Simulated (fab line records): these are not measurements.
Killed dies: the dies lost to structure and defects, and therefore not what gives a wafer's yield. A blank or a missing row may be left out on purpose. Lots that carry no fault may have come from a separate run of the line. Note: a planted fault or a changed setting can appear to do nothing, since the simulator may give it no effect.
Matching of chambers + flow nandHarc + NHARC_P_BONDPAD_CMP_32 on cmp-03: 4 sister chambers
The step polishes SiCN, target thk 200 nm. 8 wafers are shown with their chamber, then 10 later ones without.

== EACH WAFER AND ITS CHAMBER ==
| wafer  | chamber | motorCurrentA (A) |
|--------|---------|-------------------|
| L768.4 | 2       | 9.6               |
| L772.1 | 2       | 11.0              |
| L776.6 | 3       | 11.8              |
| L777.2 | 3       | 11.7              |
| L777.4 | 1       | 11.8              |
| L777.6 | 0       | 11.5              |
| L778.3 | 0       | 12.3              |
| L778.4 | 1       | 11.7              |

== WAFERS WHOSE CHAMBER IS MISSING ==
| wafer  | motorCurrentA (A) |
|--------|-------------------|
| L778.6 | 11.6              |
| L779.1 | 11.4              |
| L779.3 | 11.9              |
| L779.5 | 10.7              |
| L782.1 | 11.9              |
| L782.3 | 11.5              |
| L782.4 | 10.5              |
| L787.2 | 11.6              |
| L787.5 | 10.5              |
| L787.6 | 11.7              |

== THE CHAMBER EACH PASSED THROUGH ==
| wafer  | from the rows above               | in truth |
|--------|-----------------------------------|----------|
| L778.6 | can't be placed: 1 or 3 or 0      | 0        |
| L779.1 | can't be placed: 1 or 3 or 0 or 2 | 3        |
| L779.3 | can't be placed: 0 or 1 or 3      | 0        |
| L779.5 | can't be placed: 2 or 1 or 3 or 0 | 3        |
| L782.1 | can't be placed: 0 or 1 or 3      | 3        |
| L782.3 | can't be placed: 1 or 3 or 0 or 2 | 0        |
| L782.4 | can't be placed: 2 or 1 or 3      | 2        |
| L787.2 | can't be placed: 1 or 3 or 0      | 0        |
| L787.5 | can't be placed: 2 or 1 or 3      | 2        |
| L787.6 | can't be placed: 1 or 3 or 0      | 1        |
Correct placement for 0 of the 10. Unplaceable from these rows: 10, with the true chamber sitting among the candidates in 10. Wrongly placed: 0.
How it was worked out, from the rows above alone: a wafer's distance from a chamber is the root of the sum, over the readings, of the square of ((its reading less the chamber's mean) divided by the reading's scatter). If the next closest chamber is less than 2 further off than the closest, the wafer can't be placed; otherwise it belongs to the closest. Each chamber's mean is taken over the wafers shown for it. The scatter is the square root of a quotient: the sum, over the shown wafers, of each reading's squared deviation from its chamber's mean, divided by wafers minus chambers.
